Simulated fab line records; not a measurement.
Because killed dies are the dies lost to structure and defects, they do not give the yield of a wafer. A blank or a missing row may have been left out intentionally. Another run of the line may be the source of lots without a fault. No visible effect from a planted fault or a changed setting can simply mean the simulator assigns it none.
Split-lot experiment    flow n5_finfet    39 wafers read from 7 lots, route of 1938 steps

## THE SPLIT ITSELF
At N5_BEOL_M3_ETCH_64 (etches SOC in N2/H2, target depth 75 nm, overetch 15 nm, time 112.5 s), the setting time_s was moved away from the recipe's 112.5 s on 9 of the 39 wafers read, by -25.0% to +40.2%. All remaining wafers had this setting at the recipe value.

Reading taken at the split's own step.

## THE READING
SiARC_of_BEOL_M3_COAT_62.thk_nm (the simulator's own value, which no gauge read), in nm, at N5_BEOL_M3_ETCH_64 (etches SOC in N2/H2, target depth 75 nm, overetch 15 nm, time 112.5 s). The file gives no usual value for it. The 30 wafers here that ran the recipe average 6.9 nm, standard deviation 0.18 nm.

wafer   tool, chamber at the split  time_s as run, s  against the recipe  SiARC_of_BEOL_M3_COAT_62.thk_nm, nm  against lot-mates on the recipe
L078.1  rie_diel-03, 0,2,1          112.5             recipe              7                                    -
L078.3  rie_diel-03, 0,2,1          112.5             recipe              7                                    -
L078.4  rie_diel-03, 0,2,1          112.5             recipe              7                                    -
L078.2  rie_diel-03, 3,3,2          112.5             recipe              6.8                                  -
L078.5  rie_diel-03, 3,3,2          112.5             recipe              6.8                                  -
L078.6  rie_diel-03, 3,3,2          112.5             recipe              6.8                                  -
L079.1  rie_diel-02, 2              112.5             recipe              7.2                                  -
L079.6  rie_diel-02, 2              112.5             recipe              7.2                                  -
L079.2  rie_diel-02, 0              112.5             recipe              7                                    -
L079.3  rie_diel-02, 1              84.36             -25.0%              8                                    +0.9
L079.4  rie_diel-02, 3              84.36             -25.0%              8.2                                  +1.1
L079.5  rie_diel-02, 3              84.36             -25.0%              8.2                                  +1.1
L084.1  rie_diel-01, 3,1,2,3        112.5             recipe              6.8                                  -
L084.2  rie_diel-01, 3,1,2,3        112.5             recipe              6.8                                  -
L084.4  rie_diel-01, 3,1,2,3        112.5             recipe              6.8                                  -
L084.5  rie_diel-01, 3,1,2,3        112.5             recipe              6.8                                  -
L084.3  rie_diel-01, 0              112.5             recipe              6.6                                  -
L084.6  rie_diel-01, 0              112.5             recipe              6.6                                  -
L088.1  rie_diel-01, 0,1,2          112.5             recipe              6.6                                  -
L088.4  rie_diel-01, 0,1,2          112.5             recipe              6.6                                  -
L088.5  rie_diel-01, 0,1,2          112.5             recipe              6.6                                  -
L088.2  rie_diel-01, 3,2,3          112.5             recipe              6.8                                  -
L088.3  rie_diel-01, 3,2,3          112.5             recipe              6.8                                  -
L088.6  rie_diel-01, 3,2,3          112.5             recipe              6.8                                  -
L091.1  rie_diel-02, 0              112.5             recipe              7                                    -
L091.2  rie_diel-02, 1              157.7             +40.2%              4.6                                  -2.4
L091.5  rie_diel-02, 1              157.7             +40.2%              4.6                                  -2.4
L091.3  rie_diel-02, 2              112.5             recipe              7.2                                  -
L091.4  rie_diel-02, 3              157.7             +40.2%              5                                    -2.0
L091.6  rie_diel-02, 0              112.5             recipe              6.8                                  -
L095.1  rie_diel-01, 3              147.3             +30.9%              5.2                                  -1.6
L095.2  rie_diel-01, 0              147.3             +30.9%              5                                    -1.8
L095.6  rie_diel-01, 0              147.3             +30.9%              5                                    -1.8
L095.3  rie_diel-01, 1,2,3          112.5             recipe              6.8                                  -
L095.4  rie_diel-01, 1,2,3          112.5             recipe              6.8                                  -
L095.5  rie_diel-01, 1,2,3          112.5             recipe              6.8                                  -
L097.2  rie_diel-03, 0              112.5             recipe              7.2                                  -
L097.3  rie_diel-03, 3              112.5             recipe              6.8                                  -
L097.4  rie_diel-03, 1              112.5             recipe              7                                    -
Where a row lists several chambers, the file gives one row for several wafers and doesn't say which wafer went through which chamber.

THE FIT
A straight line over all 39 wafers: SiARC_of_BEOL_M3_COAT_62.thk_nm changes by -0.0539 nm for each +1% of time_s; r = -0.98; the points scatter about the line by 0.18 nm.
The same after taking each lot's own level away (the mean of its wafers on the recipe; 39 wafers): -0.0524 nm for each +1%; r = -0.98; scatter 0.15 nm.
The reading moves by 2.1 nm for the largest change in time_s, on that fit.
The span of the lots' own levels, 6.70 to 7.13 nm, comes to 2.4 times the standard deviation stated above.
The two slopes agree, so the slope changes little with the lot-to-lot level.
Check: with one of the wafers moved furthest among these (+40.2%) left out of the fit, the line predicts -2.1 nm for it against its lot-mates. It came out at -2.4 nm against them.

## ADDITIONAL SPLITS CARRIED BY THESE WAFERS
Before the reading, these wafers also passed through other splits. Each is held against what the fit with the lots' levels taken away leaves over:
other split on the same wafers    wafers away from the commonest value  r with SiARC_of_BEOL_M3_COAT_62.thk_nm (lot level and that fit taken away)
N5_BEOL_M1_TRENCH_ETCH_37 time_s  12                                    -0.08

## THE WHOLE CHAIN: every reading that the file lists as answering this split, in the file's order
step                   what it does                                                           reading                                                                           change (the file's fit)                                                               r (the file's)
N5_BEOL_M3_ETCH_64     etches SOC in N2/H2, target depth 75 nm, overetch 15 nm, time 112.5 s  SiARC_of_BEOL_M3_COAT_62.thk_nm (the simulator's own value, which no gauge read)  -0.0531 nm for each +1% of the setting                                                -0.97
N5_BEOL_M3_HM_OPEN_17  chemistry Cl2/BCl3, target TiN, target depth 20 nm, overetch 6 nm      etch.depth_nm (the simulator's own value, which no gauge read)                    not straight: 20.24 at the lowest setting, 20.06 at the recipe, 15.75 at the highest  not given

## FILE'S OWN FIT
SiARC_of_BEOL_M3_COAT_62.thk_nm changes by -0.0531 nm for each +1% of time_s, r = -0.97.
